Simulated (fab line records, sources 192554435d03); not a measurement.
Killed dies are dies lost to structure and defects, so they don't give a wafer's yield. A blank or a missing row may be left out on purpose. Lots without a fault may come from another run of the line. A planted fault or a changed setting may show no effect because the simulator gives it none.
Chamber matching | flow n5_finfet | N5_ILD0_ALD_15 on ald_sin-03: 4 sister chambers
The step deposits SiNx, target thk 24 nm, pulse time 1 s, ald cycles 480. 14 wafers are shown with their chamber, then 7 later ones without.

WAFERS WITH THEIR CHAMBER
wafer  | chamber | heater_power_w (W) | precursor_pulse_height_rel
L538.3 | 2       | 925                | 1.009
L538.4 | 0       | 736                | 1.002
L538.6 | 0       | 764                | 0.974
L540.1 | 3       | 862                | 1.043
L540.3 | 2       | 959                | 0.982
L540.5 | 3       | 846                | 0.995
L541.1 | 0       | 756                | 1.019
L541.2 | 3       | 864                | 0.975
L541.3 | 1       | 997                | 1.028
L543.1 | 3       | 845                | 0.983
L543.3 | 2       | 933                | 1.034
L543.6 | 2       | 945                | 1.002
L550.1 | 2       | 927                | 1.017
L550.3 | 0       | 746                | 1.007

SIGNATURES (means of the wafers above)
reading                    | chamber 0 | chamber 1 | chamber 2 | chamber 3 | scatter within a chamber
heater_power_w             | 750.50    | 997.00    | 937.80    | 854.25    | 12.5
precursor_pulse_height_rel | 1.00050   | 1.02800   | 1.00880   | 0.99900   | 0.0231
Rule: a wafer's distance from a chamber is the root of the sum, over the readings, of the square of ((its reading less the chamber's mean) divided by the reading's scatter). The wafer belongs to the nearest chamber; if the next one is less than 2 further off, it can't be placed. The scatter: the root of (the sum of the squares of (reading less its chamber's mean) over the shown wafers, divided by (wafers less chambers)).

WAFERS WITHOUT THEIR CHAMBER
wafer  | heater_power_w (W) | precursor_pulse_height_rel
L550.6 | 841                | 1.012
L552.1 | 841                | 1.014
L552.2 | 952                | 1.002
L552.5 | 950                | 1.011
L556.2 | 870                | 1.013
L556.4 | 772                | 0.967
L556.6 | 849                | 1.012

WHICH CHAMBER EACH WENT THROUGH
wafer  | from the rows above | in truth
L550.6 | 3                   | 3
L552.1 | 3                   | 3
L552.2 | 2                   | 2
L552.5 | 2                   | 2
L556.2 | 3                   | 3
L556.4 | 0                   | 0
L556.6 | 3                   | 3
Placed correctly: 7 of 7. Can't be placed from these rows: 0. Placed wrongly: 0.
